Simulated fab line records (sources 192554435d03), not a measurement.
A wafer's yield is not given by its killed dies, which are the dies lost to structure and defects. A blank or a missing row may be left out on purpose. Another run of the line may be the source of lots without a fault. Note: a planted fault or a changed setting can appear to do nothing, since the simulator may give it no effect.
Lot-split experiment + flow n5_finfet + 21 wafers read across 7 lots, on a route 1938 steps long

== ABOUT THE SPLIT ==
At N5_BEOL_M4_COAT_05 (resist thk 30 nm), the setting spin_rpm was moved away from the recipe's 1500 rpm on 8 of the 21 wafers read, by -8.2% to +8.7%. This setting was run at the recipe's value on the other wafers.

== FROM THE SPLIT TO THE READING: what the file shows between them, 4 steps ==
- N5_BEOL_M4_EBR_07
- N5_BEOL_M4_SOFTBAKE_06: time 60 s
- N5_BEOL_M4_DESCUM_16: chemistry O2, time 7 s
- N5_BEOL_M4_ETCH_74: etches underlayer in N2/H2, target depth 6.5 nm, time 5.2 s

== THE READING ==
CAR-EUV_of_BEOL_M4_COAT_05.thk_nm (the simulator's own value, which no gauge read), in nm, at N5_BEOL_M4_ETCH_63 (etches SiARC in CF4, target depth 15.6 nm, time 26 s). There is no usual value for it anywhere in the file. Here, 13 wafers ran the recipe; their average is 11.0 nm with a standard deviation of 0.11 nm.

| wafer  | tool, chamber at the split | spin_rpm as run, rpm | against the recipe | CAR-EUV_of_BEOL_M4_COAT_05.thk_nm, nm | against lot-mates on the recipe |
|--------|----------------------------|----------------------|--------------------|---------------------------------------|---------------------------------|
| L075.1 | litho_track-03, 0          | 1500                 | recipe             | 10.8                                  | -                               |
| L075.3 | litho_track-03, 0          | 1500                 | recipe             | 11                                    | -                               |
| L075.4 | litho_track-03, 0          | 1500                 | recipe             | 11                                    | -                               |
| L080.2 | litho_track-03, 0          | 1631                 | +8.7%              | 9.8                                   | -1.2                            |
| L080.4 | litho_track-03, 0          | 1500                 | recipe             | 11                                    | -                               |
| L080.6 | litho_track-03, 0          | 1631                 | +8.7%              | 10                                    | -1.0                            |
| L088.1 | litho_track-05, 0          | 1551                 | +3.4%              | 10.8                                  | -0.3                            |
| L088.3 | litho_track-05, 0          | 1500                 | recipe             | 11                                    | -                               |
| L088.4 | litho_track-05, 0          | 1500                 | recipe             | 11.2                                  | -                               |
| L090.3 | litho_track-05, 0          | 1500                 | recipe             | 11.2                                  | -                               |
| L090.4 | litho_track-05, 0          | 1377                 | -8.2%              | 12.4                                  | +1.2                            |
| L090.6 | litho_track-05, 0          | 1377                 | -8.2%              | 12.4                                  | +1.2                            |
| L091.3 | litho_track-02, 0          | 1500                 | recipe             | 11                                    | -                               |
| L091.5 | litho_track-02, 0          | 1500                 | recipe             | 11                                    | -                               |
| L091.6 | litho_track-02, 0          | 1500                 | recipe             | 11                                    | -                               |
| L093.2 | litho_track-05, 0          | 1558                 | +3.9%              | 10.2                                  | -0.7                            |
| L093.3 | litho_track-05, 0          | 1500                 | recipe             | 10.8                                  | -                               |
| L093.6 | litho_track-05, 0          | 1500                 | recipe             | 11                                    | -                               |
| L095.2 | litho_track-03, 0          | 1547                 | +3.1%              | 10.6                                  | -0.4                            |
| L095.3 | litho_track-03, 0          | 1500                 | recipe             | 11                                    | -                               |
| L095.5 | litho_track-03, 0          | 1547                 | +3.1%              | 10.8                                  | -0.2                            |

THE FIT
A straight line over all 21 wafers: CAR-EUV_of_BEOL_M4_COAT_05.thk_nm changes by -0.146 nm for each +1% of spin_rpm; r = -0.97; the points scatter about the line by 0.16 nm.
The same after taking each lot's own level away (the mean of its wafers on the recipe; 21 wafers): -0.135 nm for each +1%; r = -0.98; scatter 0.1 nm.
That fit puts the effect of the largest move of spin_rpm on the reading at 1.2 nm.
From 10.90 to 11.20 nm: that is the span of the lots' own levels, equal to 2.7 times the standard deviation above.
The two slopes are in agreement: the lot-to-lot level therefore moves the slope only a little.
Check: -1.13 nm against its lot-mates is what the line predicts for one of the wafers moved furthest among these (+8.7%) when that wafer is left out of the fit. Against them it came out at -1.2 nm.

== FURTHER SPLITS ON THESE WAFERS ==
Other splits were also applied to these wafers ahead of the reading. Each is held against what the fit with the lots' levels taken away leaves over:
| other split on the same wafers    | wafers away from the commonest value | r with CAR-EUV_of_BEOL_M4_COAT_05.thk_nm (lot level and that fit taken away) |
|-----------------------------------|--------------------------------------|------------------------------------------------------------------------------|
| N5_BEOL_M0_SAQP_EXPOSE_37 dose_mj | 8                                    | +0.01                                                                        |
| N5_BEOL_M1_COAT_05 spin_rpm       | 6                                    | +0.00                                                                        |
| N5_BEOL_M3_COAT_05 spin_rpm       | 4                                    | -0.17                                                                        |
| N5_BEOL_M4_COAT_73 spin_rpm       | 7                                    | +0.61                                                                        |

== THE WHOLE CHAIN: every reading that the file lists as answering this split, in the file's order ==
| step               | what it does                                         | reading                                                                            | change (the file's fit)               | r (the file's) |
|--------------------|------------------------------------------------------|------------------------------------------------------------------------------------|---------------------------------------|----------------|
| N5_BEOL_M4_COAT_05 | resist thk 30 nm                                     | CAR-EUV_of_BEOL_M4_COAT_05.thk_nm (the simulator's own value, which no gauge read) | -0.142 nm for each +1% of the setting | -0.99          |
| N5_BEOL_M4_ETCH_63 | etches SiARC in CF4, target depth 15.6 nm, time 26 s | CAR-EUV_of_BEOL_M4_COAT_05.thk_nm (the simulator's own value, which no gauge read) | -0.134 nm for each +1% of the setting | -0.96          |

== THE FILE'S OWN FIT ==
CAR-EUV_of_BEOL_M4_COAT_05.thk_nm changes by -0.134 nm for each +1% of spin_rpm, r = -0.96.
